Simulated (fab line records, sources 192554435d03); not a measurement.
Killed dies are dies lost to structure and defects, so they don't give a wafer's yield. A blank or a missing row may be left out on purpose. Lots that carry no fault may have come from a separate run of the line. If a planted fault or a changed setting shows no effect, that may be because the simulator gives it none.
fab line records ; flow n5_finfet
record lots=8; wafers=23; last_day=18
route steps=1938 shown BEOL_M1@770 BEOL_M4@1111 PASSIVATION@1936
lots that met no fault: from a run of the same line without faults
start_h: start of the lot's first displayed wafer, in hours after the record's first day ; wait_h: hours since the lot's step before ; " same as the row above ; L1.1+2: one row covering several wafers at once ; - no value, or no start was given ; * or withheld: withheld ; < > ~ a bound
route shown NAME@n: a module of which the file shows steps, and the number in the route of the first ; usual: mean and standard deviation over wafers with no fault ; same: alike in all rows ; chamber/n: place in a boat ; sites: readings site by site ; _std_site: their standard deviation ; _edge_site: the outer-site mean with the inner-site mean subtracted ; radius_mm: how far each site lies from the wafer's centre ; mask NAME#n: copy n ; behind: tool/chamber where the wafer was last shaped ; hold: what put the lot on hold/how long, in hours/how the hold closed ; device: whichever transistor did not switch (one of n, p or np) ; end of line: the same wafers' tests at the end of the route ; for a step that has no rows: nothing shown but its recipe ; killed: dies that structure and defects cost at the first sort, which is not the same as the wafer's yield ; map: a wafer's dies, marking killed ones x, the rest . and places with no die _
set.NAME: the setting as run; set.NAME@STEP: as run at that earlier step ; model.NAME: the simulator's own value behind a step, which no gauge read
route steps across a sampled set of lots; one table per step, one row per wafer
services: the hour from which a tool's chamber was out of use, counted from the record's first day as start_h (under 0 if before that day), plus the number of hours and why
## steps
# step N5_BEOL_M1_ETCH_64
# recipe chemistry=N2/H2; target=SOC; target_depth_a=750; overetch_a=150; mask_material=SiARC; temp_c=40; time_s=112.5; ion_energy_ev=200; pressure_mtorr=30; source_w=840; bias_w=150; n2_flow_sccm=200; h2_flow_sccm=200
# usual drypump_motor_current_A=5.9/0.39; h2_flow_sccm=200.0/0.57; oes_product_au=0.61/0.054; rf_fwd_power_W=836.5/2.7; rf_vpp_V=523.9/2.6; showerhead_plenum_p_Torr=2.54/0.096; throttle_valve_pct=17.85/0.23
lot.wafer;tool;chamber;start_h;wait_h;drypump_motor_current_A;h2_flow_sccm;oes_product_au;rf_fwd_power_W;rf_hours_counter_h;rf_vpp_V;showerhead_plenum_p_Torr;throttle_valve_pct
L542.2;rie_diel-05;3;142.61;0.0;6.1;199.7;0.58;841.6;174;526.8;2.63;18.00
L542.4;rie_diel-05;1;142.61;0.0;5.8;200.7;0.60;837.6;167;523.5;2.55;18.09
L542.6;rie_diel-05;3;142.61;0.0;6.1;200.4;0.58;838.6;-;525.2;2.63;17.99
L547.2;rie_diel-04;1;187.18;0.0;5.2;199.8;0.64;836.9;96;524.9;2.55;17.97
L547.3;rie_diel-04;2;187.18;0.0;6.1;200.2;0.56;835.5;227;522.4;2.50;18.01
L554.1;rie_diel-05;2;207.31;0.0;6.3;199.3;0.58;836.7;175;522.5;2.53;17.73
L554.2;rie_diel-05;0;207.31;0.0;6.3;200.3;0.55;835.8;221;520.6;2.41;17.97
L554.6;rie_diel-05;2;207.31;0.0;6.3;199.1;0.58;835.4;-;524.0;2.53;17.74
L556.2;rie_diel-03;3;219.55;0.0;5.6;199.5;0.71;831.3;22;525.8;2.61;17.55
L556.3;rie_diel-03;2;219.55;0.0;5.8;200.8;0.56;840.1;240;520.7;2.39;17.79
L556.4;rie_diel-03;3;219.55;0.0;5.7;198.8;0.71;834.8;-;526.2;2.61;17.57
L557.1;rie_diel-03;1;221.10;0.0;5.2;200.0;0.63;840.2;93;520.5;2.47;17.50
L557.5;rie_diel-03;3;221.10;0.0;5.7;200.0;0.72;833.2;-;525.1;2.61;17.56
L557.6;rie_diel-03;0;221.10;0.0;5.8;199.1;0.64;833.1;-;527.4;2.70;17.98
L558.1;rie_diel-04;3;227.55;0.0;5.9;199.0;0.71;835.8;35;526.3;2.68;17.39
L558.3;rie_diel-04;1;227.55;0.0;5.2;199.3;0.63;843.2;110;526.0;2.55;18.00
L558.6;rie_diel-04;2;227.55;0.0;6.1;199.9;0.54;834.1;-;524.2;2.50;18.04
L559.1;rie_diel-04;0;244.32;0.0;5.2;199.9;0.57;837.0;182;519.7;2.42;18.09
L559.3;rie_diel-04;2;244.32;0.0;6.1;199.1;0.55;839.9;246;522.2;2.49;18.04
L559.5;rie_diel-04;3;244.32;0.0;5.9;200.4;0.70;833.6;-;527.2;2.68;17.38
L563.2;rie_diel-03;0;265.94;0.0;5.9;198.8;0.62;833.6;114;526.2;2.69;18.00
L563.3;rie_diel-03;3;265.94;0.0;5.7;199.8;0.70;837.1;37;526.3;2.60;17.60
L563.4;rie_diel-03;1;265.94;0.0;5.2;200.2;0.61;838.8;-;521.4;2.46;17.53
# step N5_BEOL_M1_STRIP_66
# recipe chemistry=CF4; resist=SiARC; power_w=300; bias_power_w=75; pressure_mtorr=50; cf4_flow_sccm=150; rf_frequency_hz=6e+07
# usual drypump_motor_current_A=5.8/0.4; oes_product_au=0.76/0.066; rf_fwd_power_W=292.6/0.82; rf_vpp_V=271.0/1.5; showerhead_plenum_p_Torr=1.79/0.056; throttle_valve_pct=13.62/0.23
lot.wafer;tool;chamber;start_h;wait_h;drypump_motor_current_A;oes_product_au;rf_fwd_power_W;rf_hours_counter_h;rf_vpp_V;showerhead_plenum_p_Torr;throttle_valve_pct
L542.2;rie_diel-05;3;142.74;0.0;6.1;0.72;293.4;174;271.7;1.85;13.72
L542.4;rie_diel-05;1;142.74;0.0;5.8;0.75;291.5;168;271.8;1.80;13.82
L542.6;rie_diel-05;3;142.74;0.0;6.1;0.72;292.7;-;272.5;1.85;13.72
L547.2;rie_diel-04;1;187.31;0.0;5.2;0.80;292.9;96;272.1;1.80;13.69
L547.3;rie_diel-04;2;187.31;0.0;6.1;0.70;292.2;227;270.3;1.78;13.91
L554.1;rie_diel-05;2;207.43;0.0;6.3;0.73;292.4;175;271.4;1.79;13.51
L554.2;rie_diel-05;0;207.43;0.0;6.3;0.69;292.7;221;269.8;1.73;13.80
L554.6;rie_diel-05;2;207.43;0.0;6.3;0.73;292.3;-;272.0;1.79;13.50
L556.2;rie_diel-03;3;219.68;0.0;5.6;0.88;292.6;22;271.8;1.83;13.29
L556.3;rie_diel-03;2;219.68;0.0;5.8;0.70;292.4;240;269.1;1.69;13.65
L556.4;rie_diel-03;3;219.68;0.0;5.6;0.88;291.7;-;271.4;1.83;13.29
L557.1;rie_diel-03;1;221.23;0.0;5.1;0.78;292.5;93;270.8;1.75;13.31
L557.5;rie_diel-03;3;221.23;0.0;5.6;0.88;292.6;-;271.9;1.83;13.29
L557.6;rie_diel-03;0;221.23;0.0;5.8;0.79;292.8;-;270.9;1.86;13.58
L558.1;rie_diel-04;3;227.68;0.0;5.9;0.88;291.8;35;273.0;1.90;13.23
L558.3;rie_diel-04;1;227.68;0.0;5.2;0.79;293.4;110;271.6;1.79;13.71
L558.6;rie_diel-04;2;227.68;0.0;6.1;0.68;293.1;-;268.6;1.78;13.94
L559.1;rie_diel-04;0;244.45;0.0;5.1;0.71;292.5;182;269.2;1.71;13.86
L559.3;rie_diel-04;2;244.45;0.0;6.1;0.68;294.4;246;272.1;1.78;13.95
L559.5;rie_diel-04;3;244.45;0.0;5.9;0.88;291.7;-;272.9;1.90;13.24
L563.2;rie_diel-03;0;266.07;0.0;5.8;0.79;292.7;114;274.0;1.86;13.61
L563.3;rie_diel-03;3;266.07;0.0;5.7;0.86;291.9;37;270.5;1.83;13.33
L563.4;rie_diel-03;1;266.07;0.0;5.1;0.77;292.0;-;269.1;1.74;13.34
# step N5_BEOL_M1_INSPECT_30
# recipe mode=adi; inspect_instrument=brightfield
# usual raw_defect_count=411/100
lot.wafer;tool;chamber;start_h;wait_h;raw_defect_count
L542.2;defect_inspect-01;-;143.51;0.0;314
L542.4;defect_inspect-01;-;143.51;0.0;469
L542.6;defect_inspect-01;-;143.51;0.0;346
L547.2;defect_inspect-01;-;187.95;0.0;449
L547.3;defect_inspect-01;-;187.95;0.0;359
L554.1;defect_inspect-02;-;208.19;0.1;420
L554.2;defect_inspect-02;-;208.19;0.1;333
L554.6;defect_inspect-02;-;208.19;0.1;398
L556.2;defect_inspect-01;-;220.54;0.0;389
L556.3;defect_inspect-01;-;220.54;0.0;519
L556.4;defect_inspect-01;-;220.54;0.0;442
L557.1;defect_inspect-01;-;221.86;0.1;609
L557.5;defect_inspect-01;-;221.86;0.1;512
L557.6;defect_inspect-01;-;221.86;0.1;411
L558.1;defect_inspect-01;-;228.56;0.1;564
L558.3;defect_inspect-01;-;228.56;0.1;623
L558.6;defect_inspect-01;-;228.56;0.1;580
L559.1;defect_inspect-01;-;245.20;0.1;387
L559.3;defect_inspect-01;-;245.20;0.1;294
L559.5;defect_inspect-01;-;245.20;0.1;453
L563.2;defect_inspect-02;-;266.86;0.0;347
L563.3;defect_inspect-02;-;266.86;0.0;335
L563.4;defect_inspect-02;-;266.86;0.0;533
# step N5_BEOL_M1_ETCH_77
# recipe chemistry=N2/H2; target=underlayer; target_depth_a=65; mask_material=CAR-EUV; time_s=5.2; ion_energy_ev=200; pressure_mtorr=30; source_w=840; bias_w=150; n2_flow_sccm=200; h2_flow_sccm=200; ends=cleared
# usual drypump_motor_current_A=5.8/0.4; etch_rf_on_time_s=5.18/0.083; h2_flow_sccm=200.0/0.49; oes_product_au=0.66/0.062; rf_fwd_power_W=819.1/2.7; rf_vpp_V=523.4/3; showerhead_plenum_p_Torr=2.53/0.1; throttle_valve_pct=17.86/0.24
lot.wafer;tool;chamber;start_h;wait_h;drypump_motor_current_A;etch_rf_on_time_s;h2_flow_sccm;oes_product_au;rf_fwd_power_W;rf_hours_counter_h;rf_vpp_V;showerhead_plenum_p_Torr;throttle_valve_pct
L542.2;rie_diel-05;2;143.57;0.0;6.3;5.15;200.2;0.65;822.5;154;524.1;2.54;17.74
L542.4;rie_diel-05;0;143.57;0.0;6.4;5.22;199.1;0.61;816.7;202;519.8;2.42;17.92
L542.6;rie_diel-05;1;143.57;0.0;5.9;5.28;200.5;0.65;824.7;-;527.2;2.55;18.13
L547.2;rie_diel-05;3;188.17;0.0;6.1;5.16;200.2;0.62;819.3;188;527.9;2.62;18.08
L547.3;rie_diel-05;2;188.17;0.0;6.3;8.59;199.0;0.50;820.8;169;523.1;2.53;17.71
L554.1;rie_diel-04;1;208.26;0.0;5.2;4.94;199.0;0.70;813.9;104;524.3;2.55;17.99
L554.2;rie_diel-04;3;208.26;0.0;5.9;5.15;199.4;0.78;822.3;30;529.5;2.69;17.40
L554.6;rie_diel-04;3;208.26;0.0;5.9;5.21;200.7;0.77;818.0;-;526.7;2.69;17.43
L556.2;rie_diel-03;1;220.61;0.0;5.1;5.30;200.4;0.67;819.4;92;521.3;2.47;17.52
L556.3;rie_diel-03;0;220.61;0.0;5.9;5.17;200.5;0.68;820.7;101;525.7;2.70;18.04
L556.4;rie_diel-03;2;220.61;0.0;5.8;5.21;200.3;0.60;819.7;241;519.1;2.39;17.82
L557.1;rie_diel-03;3;222.25;0.0;5.7;5.19;200.0;0.75;816.5;23;527.2;2.61;17.62
L557.5;rie_diel-03;1;222.25;0.0;5.1;5.24;199.5;0.66;821.7;-;521.7;2.47;17.55
L557.6;rie_diel-03;2;222.25;0.0;5.8;5.16;199.0;0.60;818.4;-;520.5;2.39;17.81
L558.1;rie_diel-03;0;228.69;0.0;5.9;5.13;198.7;0.69;821.5;104;526.5;2.70;18.05
L558.3;rie_diel-03;3;228.69;0.0;5.7;5.28;200.0;0.76;818.9;25;525.5;2.61;17.59
L558.6;rie_diel-03;1;228.69;0.0;5.2;5.25;199.5;0.67;821.3;-;521.6;2.47;17.52
L559.1;rie_diel-03;3;245.42;0.0;5.7;5.24;200.4;0.75;817.1;29;524.3;2.60;17.59
L559.3;rie_diel-03;2;245.42;0.0;5.8;5.15;200.5;0.60;821.6;247;519.2;2.39;17.83
L559.5;rie_diel-03;2;245.42;0.0;5.8;5.18;200.7;0.60;821.6;-;518.9;2.39;17.83
L563.2;rie_diel-05;0;266.93;0.0;6.3;5.17;199.7;0.59;817.6;238;521.9;2.40;18.01
L563.3;rie_diel-05;3;266.93;0.0;6.1;5.14;199.9;0.60;819.2;213;526.6;2.61;18.10
L563.4;rie_diel-05;1;266.93;0.0;5.8;5.22;200.0;0.62;820.7;204;521.6;2.53;18.15
# step N5_BEOL_M4_RC_MEAS_101
# usual DIBL_N=36.1/1.6; DIBL_P=36.6/1.9; IOFF_N=0.160/0.026; IOFF_P=0.210/0.028; ION_N=677/10; ION_P=464/6.9; SS_N=71.4/0.56; SS_P=73.3/0.61; VT_N=249.1/2.6; VT_P=-250/3.3
lot.wafer;tool;chamber;start_h;wait_h;DIBL_N[mV/V];DIBL_P[mV/V];IOFF_N[nA/um];IOFF_P[nA/um];ION_N[uA/um];ION_P[uA/um];SS_N[mV/dec];SS_P[mV/dec];VT_N[mV];VT_P[mV]
L542.2;prober-01;0;181.88;0.2;36.4;38.0;0.166;0.235;695;483;71.1;73.5;247.1;-245
L542.4;prober-01;0;181.88;0.2;34.7;36.5;0.136;0.211;672;472;71.5;72.5;252.0;-249
L542.6;prober-01;0;181.88;0.2;35.3;36.5;0.143;0.214;683;473;71.5;73.6;250.8;-247
L547.2;prober-02;0;231.25;0.5;36.6;36.8;0.179;0.247;688;478;71.8;73.4;246.2;-246
L547.3;prober-02;0;231.25;0.5;33.6;33.3;0.128;0.196;658;463;71.4;72.8;251.7;-249
L554.1;prober-02;0;262.48;0.0;37.6;37.1;0.191;0.259;674;469;71.7;73.2;246.3;-245
L554.2;prober-02;0;262.48;0.0;37.8;37.5;0.195;0.257;674;465;70.7;73.8;244.4;-245
L554.6;prober-02;0;262.48;0.0;37.4;38.6;0.199;0.282;681;483;71.6;73.4;243.6;-244
L556.2;prober-02;0;278.07;0.2;35.7;37.0;0.149;0.207;682;465;71.2;73.2;250.4;-249
L556.3;prober-02;0;278.07;0.2;37.8;38.9;0.185;0.232;696;469;72.4;73.8;248.4;-251
L556.4;prober-02;0;278.07;0.2;38.2;39.6;0.199;0.245;685;464;72.2;73.9;245.7;-247
L559.1;prober-02;0;283.77;0.0;38.1;39.7;0.212;0.267;687;473;71.9;74.3;243.8;-244
L559.3;prober-02;0;283.77;0.0;33.5;34.0;0.131;0.178;685;471;70.5;72.3;251.5;-249
L559.5;prober-02;0;283.77;0.0;35.5;36.6;0.159;0.222;686;474;70.9;73.9;248.0;-243
L557.1;prober-01;0;284.15;0.0;37.3;38.8;0.190;0.216;691;462;72.7;73.5;250.1;-250
L557.5;prober-01;0;284.15;0.0;38.5;41.1;0.215;0.266;694;470;72.8;73.8;246.7;-249
L557.6;prober-01;0;284.15;0.0;37.3;39.1;0.184;0.224;680;460;72.4;72.9;249.1;-251
L558.1;prober-01;0;288.51;0.0;34.1;34.9;0.142;0.167;681;456;71.6;73.3;250.8;-255
L558.3;prober-01;0;288.51;0.0;37.0;38.8;0.183;0.216;687;460;72.4;74.0;250.0;-251
L558.6;prober-01;0;288.51;0.0;34.3;35.9;0.139;0.183;666;457;71.3;73.6;252.7;-254
L563.2;prober-02;0;328.55;0.2;35.3;35.8;0.152;0.208;679;467;72.3;73.2;248.8;-248
L563.3;prober-02;0;328.55;0.2;34.2;35.1;0.135;0.202;671;462;71.0;72.5;247.0;-249
L563.4;prober-02;0;328.55;0.2;36.9;38.2;0.194;0.246;687;473;71.9;73.0;243.7;-244
# step N5_PASSIVATION_PROBE_49
# usual defect_limited_yield=91.3/1.5; killed_at_M0_to_M3=34/10; killed_at_M4_up=13/4.9; killed_at_contacts=13/6.1; killed_at_front_end=39/13; killed_at_other=4.1/2.7; killed_dies=103/18; killed_on_rim=13/4.3; killed_open=68/13; killed_short=32/7.6; sort_bin_5_function=5.2/1; sort_bin_6_memory=3.2/0.75; sort_n_pass=1077/18; sort_yield_pct=91.3/1.5
# same gross_dies=1180; killed_at_back_side=0; sort_bin_4_leakage[%]=0; sort_bin_8_speed[%]=0
lot.wafer;tool;chamber;start_h;wait_h;defect_limited_yield[%];killed_at_M0_to_M3;killed_at_M4_up;killed_at_contacts;killed_at_front_end;killed_at_other;killed_dies;killed_on_rim;killed_open;killed_short;sort_bin_5_function[%];sort_bin_6_memory[%];sort_n_pass;sort_yield_pct[%]
L542.2;prober-01;-;271.81;0.1;90.2;32;14;8;61;1;116;16;83;30;6.8;2.8;1064;90.2
L542.4;prober-01;-;271.91;0.2;89.5;30;8;14;65;7;124;16;86;34;5.8;4.5;1056;89.5
L542.6;prober-01;-;272.01;0.3;90.3;28;18;19;47;2;114;10;69;39;5.2;3.6;1066;90.3
L547.2;prober-01;-;339.58;0.1;89.2;19;10;21;73;5;128;14;90;35;6.5;3.9;1052;89.2
L547.3;prober-01;-;339.63;0.1;89.9;16;13;19;64;7;119;19;82;32;6.4;3.2;1061;89.9
L554.1;prober-02;-;378.56;0.0;92.0;39;6;15;31;3;94;11;65;28;4.7;3.1;1086;92.0
L554.2;prober-02;-;378.61;0.1;89.5;47;14;18;43;2;124;13;89;31;6.9;3.5;1056;89.5
L554.6;prober-02;-;378.81;0.3;89.4;55;20;4;37;9;125;14;81;43;5.6;4.7;1055;89.4
L557.1;prober-01;-;385.05;0.0;88.4;35;8;21;68;5;137;21;100;35;7.1;4.1;1043;88.4
L557.5;prober-01;-;385.25;0.2;91.1;48;11;7;38;1;105;13;72;32;5.8;2.9;1075;91.1
L557.6;prober-01;-;385.30;0.3;90.3;48;16;21;22;8;115;13;72;39;6.1;3.0;1065;90.3
L556.2;prober-01;-;385.70;0.1;92.6;27;21;5;33;1;87;14;50;35;4.6;2.6;1093;92.6
L556.3;prober-01;-;385.75;0.1;94.1;14;11;6;34;5;70;6;42;27;4.3;1.4;1110;94.1
L556.4;prober-01;-;385.80;0.2;93.0;23;19;13;24;4;83;11;54;27;3.1;3.5;1097;93.0
L559.1;prober-01;-;396.00;0.0;90.3;50;17;9;32;6;114;13;77;35;4.8;4.5;1066;90.3
L559.3;prober-01;-;396.10;0.1;90.6;29;24;19;36;3;111;21;72;39;6.2;3.1;1069;90.6
L559.5;prober-01;-;396.20;0.2;91.3;32;14;13;33;11;103;15;70;30;6.1;2.5;1077;91.3
L558.1;prober-02;-;399.90;0.0;92.9;22;11;9;36;6;84;13;56;25;4.4;2.5;1096;92.9
L558.3;prober-02;-;400.00;0.1;90.6;40;23;16;27;5;111;14;82;29;6.2;3.1;1069;90.6
L558.6;prober-02;-;400.15;0.3;91.8;36;21;7;29;4;97;16;69;26;5.6;2.5;1083;91.8
L563.2;prober-02;-;434.12;0.1;91.9;33;22;9;27;4;95;10;71;22;4.9;2.9;1085;91.9
L563.3;prober-02;-;434.17;0.1;92.3;30;16;12;30;3;91;9;64;23;5.3;2.2;1089;92.3
L563.4;prober-02;-;434.22;0.2;90.3;48;14;10;32;11;115;16;74;39;6.1;3.3;1065;90.3
# killed by level:class
L542.2 STI_FIN_REVEAL:geometric_particle:open=20 FIN_SAQP:geometric_particle:open=16 FIN_SAQP:geometric_particle:short=10 BEOL_M2:geometric_particle:open=9 MOL_CONTACT_COAG:geometric_particle:open=7 BEOL_M4:geometric_particle:open=7 BEOL_M0_SAQP:geometric_particle:short=5 BEOL_M3:geometric_particle:open=4
L542.4 STI_FIN_REVEAL:geometric_particle:open=26 FIN_SAQP:geometric_particle:open=13 MOL_CONTACT_COAG:geometric_particle:open=12 FIN_SAQP:geometric_particle:short=11 BEOL_M2:geometric_particle:open=8 BEOL_M0_SAQP:geometric_particle:open=7 BEOL_M0_SAQP:geometric_particle:short=5 BEOL_M3:geometric_particle:open=5
L542.6 FIN_SAQP:geometric_particle:short=13 MOL_CONTACT_COAG:geometric_particle:open=13 BEOL_M2:geometric_particle:open=11 STI_FIN_REVEAL:geometric_particle:open=9 BEOL_M4:geometric_particle:open=7 FIN_SAQP:geometric_particle:open=5 MOL_CONTACT_COAG:geometric_particle:short=5 HKMG_FIN:area_etch=5
L547.2 STI_FIN_REVEAL:geometric_particle:open=36 MOL_CONTACT_COAG:geometric_particle:open=18 FIN_SAQP:geometric_particle:open=10 STI_FIN_REVEAL:geometric_particle:short=8 BEOL_M0_SAQP:geometric_particle:open=5 BEOL_M1:geometric_particle:open=4 BEOL_M4:geometric_particle:open=4 STARTING-WAFER:geometric_particle:short=4
L547.3 STI_FIN_REVEAL:geometric_particle:open=29 MOL_CONTACT_COAG:geometric_particle:open=17 STI_FIN_REVEAL:geometric_particle:short=8 BEOL_M8:geometric_particle:open=7 GATE_CUT:geometric_particle:open=6 BEOL_M3:geometric_particle:open=4 BEOL_M0_SAQP:geometric_particle:short=3 DUMMY_GATE:geometric_particle:short=3
L554.1 MOL_CONTACT_COAG:geometric_particle:open=13 BEOL_M0_SAQP:geometric_particle:short=9 STI_FIN_REVEAL:geometric_particle:open=8 BEOL_M3:geometric_particle:open=8 FIN_SAQP:geometric_particle:open=6 GATE_CUT:geometric_particle:short=6 BEOL_M0:geometric_particle:open=6 BEOL_M0_SAQP:geometric_particle:open=5
L554.2 MOL_CONTACT_COAG:geometric_particle:open=14 BEOL_M2:geometric_particle:open=10 BEOL_M4:geometric_particle:open=9 BEOL_M0_SAQP:geometric_particle:short=9 BEOL_M0_SAQP:geometric_particle:open=9 STI_FIN_REVEAL:geometric_particle:open=8 BEOL_M1:geometric_particle:open=8 DUMMY_GATE:geometric_particle:open=7
L554.6 BEOL_M0_SAQP:geometric_particle:short=13 BEOL_M2:geometric_particle:open=11 BEOL_M0_SAQP:geometric_particle:open=11 BEOL_M4:geometric_particle:open=11 FIN_SAQP:geometric_particle:open=10 GATE_CUT:geometric_particle:short=7 FIN_SAQP:geometric_particle:short=6 BEOL_M1:geometric_particle:open=6
L557.1 STI_FIN_REVEAL:geometric_particle:open=26 MOL_CONTACT_COAG:geometric_particle:open=20 FIN_SAQP:geometric_particle:open=9 STI_FIN_REVEAL:geometric_particle:short=7 FIN_SAQP:geometric_particle:short=6 BEOL_M1:geometric_particle:open=6 BEOL_M0_SAQP:geometric_particle:open=6 DUMMY_GATE:geometric_particle:open=5
L557.5 BEOL_M0_SAQP:geometric_particle:open=18 FIN_SAQP:geometric_particle:open=8 BEOL_M0_SAQP:geometric_particle:short=8 BEOL_M1:geometric_particle:open=8 FIN_SAQP:geometric_particle:short=7 STI_FIN_REVEAL:geometric_particle:open=7 MOL_CONTACT_COAG:geometric_particle:open=5 BEOL_M2:geometric_particle:open=5
L557.6 MOL_CONTACT_COAG:geometric_particle:open=14 BEOL_M3:geometric_particle:open=11 BEOL_M1:geometric_particle:open=9 BEOL_M2:geometric_particle:open=9 BEOL_M0_SAQP:geometric_particle:short=8 BEOL_M4:geometric_particle:open=8 MOL_CONTACT_COAG:geometric_particle:short=6 BEOL_M0_SAQP:geometric_particle:open=6
L556.2 GATE_CUT:geometric_particle:short=7 BEOL_M4:geometric_particle:open=7 BEOL_M0_SAQP:geometric_particle:short=6 BEOL_M1:geometric_particle:open=6 BEOL_M5:geometric_particle:open=6 STARTING-WAFER:geometric_particle:short=6 STI_FIN_REVEAL:geometric_particle:open=5 FIN_SAQP:geometric_particle:open=4
L556.3 STI_FIN_REVEAL:geometric_particle:open=8 MOL_CONTACT_COAG:geometric_particle:open=5 FIN_SAQP:geometric_particle:short=4 GATE_CUT:geometric_particle:short=4 GATE_CUT:geometric_particle:open=4 BEOL_M4:geometric_particle:open=4 FIN_SAQP:geometric_particle:open=3 BEOL_M0_SAQP:geometric_particle:open=3
L556.4 MOL_CONTACT_COAG:geometric_particle:open=12 BEOL_M4:geometric_particle:open=9 BEOL_M0_SAQP:geometric_particle:short=7 DUMMY_GATE:geometric_particle:open=6 STARTING-WAFER:geometric_particle:short=6 STI_FIN_REVEAL:geometric_particle:open=4 BEOL_M3:geometric_particle:open=3 BEOL_M3:geometric_particle:short=3
L559.1 BEOL_M4:geometric_particle:open=13 BEOL_M2:geometric_particle:open=10 FIN_SAQP:geometric_particle:open=9 BEOL_M0_SAQP:geometric_particle:open=8 BEOL_M0:geometric_particle:open=8 BEOL_M3:geometric_particle:open=8 MOL_CONTACT_COAG:geometric_particle:open=6 FIN_SAQP:geometric_particle:short=5
L559.3 FIN_SAQP:geometric_particle:open=16 MOL_CONTACT_COAG:geometric_particle:open=15 BEOL_M4:geometric_particle:open=11 FIN_SAQP:geometric_particle:short=9 BEOL_M0_SAQP:geometric_particle:short=6 BEOL_M2:geometric_particle:open=5 BEOL_M1:geometric_particle:open=5 MOL_CONTACT_COAG:geometric_particle:short=4
L559.5 MOL_CONTACT_COAG:geometric_particle:open=12 FIN_SAQP:geometric_particle:open=8 BEOL_M2:geometric_particle:open=8 BEOL_M3:geometric_particle:open=8 FIN_SAQP:geometric_particle:short=6 BEOL_M1:geometric_particle:open=6 MIM_TOP_ETCH:geometric_particle:short=6 STI_FIN_REVEAL:geometric_particle:open=5
L558.1 STI_FIN_REVEAL:geometric_particle:open=11 FIN_SAQP:geometric_particle:open=8 MOL_CONTACT_COAG:geometric_particle:open=7 BEOL_M1:geometric_particle:open=4 GATE_CUT:geometric_particle:short=4 BEOL_M2:geometric_particle:open=4 BEOL_M3:geometric_particle:open=4 STARTING-WAFER:geometric_particle:short=4
L558.3 BEOL_M3:geometric_particle:open=24 MOL_CONTACT_COAG:geometric_particle:open=12 BEOL_M4:geometric_particle:open=11 STI_FIN_REVEAL:geometric_particle:open=8 BEOL_M4:geometric_particle:short=5 STARTING-WAFER:geometric_particle:open=5 MOL_CONTACT_COAG:geometric_particle:short=4 BEOL_M0_SAQP:geometric_particle:open=4
L558.6 BEOL_M4:geometric_particle:open=12 BEOL_M3:geometric_particle:open=10 BEOL_M2:geometric_particle:open=9 STI_FIN_REVEAL:geometric_particle:open=6 MOL_CONTACT_COAG:geometric_particle:open=6 FIN_SAQP:geometric_particle:short=4 GATE_CUT:geometric_particle:short=4 BEOL_M0_SAQP:geometric_particle:open=4
L563.2 BEOL_M4:geometric_particle:open=13 BEOL_M0_SAQP:geometric_particle:open=8 BEOL_M1:geometric_particle:open=8 DUMMY_GATE:geometric_particle:open=7 MOL_CONTACT_COAG:geometric_particle:open=7 BEOL_M2:geometric_particle:short=5 FIN_SAQP:geometric_particle:short=4 STI_FIN_REVEAL:geometric_particle:open=4
L563.3 MOL_CONTACT_COAG:geometric_particle:open=11 BEOL_M1:geometric_particle:open=10 FIN_SAQP:geometric_particle:short=6 STI_FIN_REVEAL:geometric_particle:open=5 DUMMY_GATE:geometric_particle:open=5 BEOL_M2:geometric_particle:open=5 BEOL_M3:geometric_particle:open=4 BEOL_M4:geometric_particle:open=4
L563.4 BEOL_M1:geometric_particle:open=11 BEOL_M0_SAQP:geometric_particle:open=10 MOL_CONTACT_COAG:geometric_particle:open=9 BEOL_M3:geometric_particle:open=7 FIN_SAQP:geometric_particle:short=6 FIN_SAQP:geometric_particle:open=5 BEOL_M1:geometric_particle:short=5 STARTING-WAFER:geometric_particle:open=5
## services
tool;chamber;start_h;hours;kind
rie_diel-03;3;129.20;-;clean
rie_diel-03;3;129.20;-;consumable_replace:focus_ring
rie_diel-03;3;129.20;19.4;scheduled_down
rie_diel-03;3;129.20;19.4;vent_cycle
rie_diel-03;1;132.78;6.3;repair
rie_diel-04;2;157.27;4.0;repair
rie_diel-03;-;163.67;4.3;pm
rie_diel-04;3;192.54;5.8;repair
rie_diel-03;0;213.96;5.6;repair
rie_diel-05;-;227.00;2.8;pm
rie_diel-04;0;237.79;3.5;repair
rie_diel-04;1;248.31;9.3;repair
rie_diel-03;2;249.73;7.8;repair
rie_diel-04;2;257.85;-;clean
rie_diel-04;2;257.85;-;consumable_replace:focus_ring
rie_diel-04;2;257.85;35.0;scheduled_down
rie_diel-04;2;257.85;35.0;vent_cycle
rie_diel-03;2;260.64;-;clean
rie_diel-03;2;260.64;-;consumable_replace:focus_ring
rie_diel-03;2;260.64;-;consumable_replace:showerhead
rie_diel-03;2;260.64;16.2;scheduled_down
rie_diel-03;2;260.64;16.2;vent_cycle
## key
first_sign step=N5_BEOL_M1_ETCH_77; reading=etch_rf_on_time_s; direction=up; sigmas=41; usual=*; struck=*
effect none on later readings
met_at N5_BEOL_M1_ETCH_77
struck_lots L547
struck_wafers L547.3
not_acting_at N5_BEOL_M1_ETCH_64,N5_BEOL_M1_STRIP_66,N5_BEOL_M1_INSPECT_30
onset_between 143.57 188.17
fault kind=process_parameter_drift; tool=rie_diel-05; chamber=-; onset_h=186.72; steps=N5_BEOL_M1_ETCH_77; channel=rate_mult; offset=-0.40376; shape=step; end_h=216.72; scope=struck_wafers_only
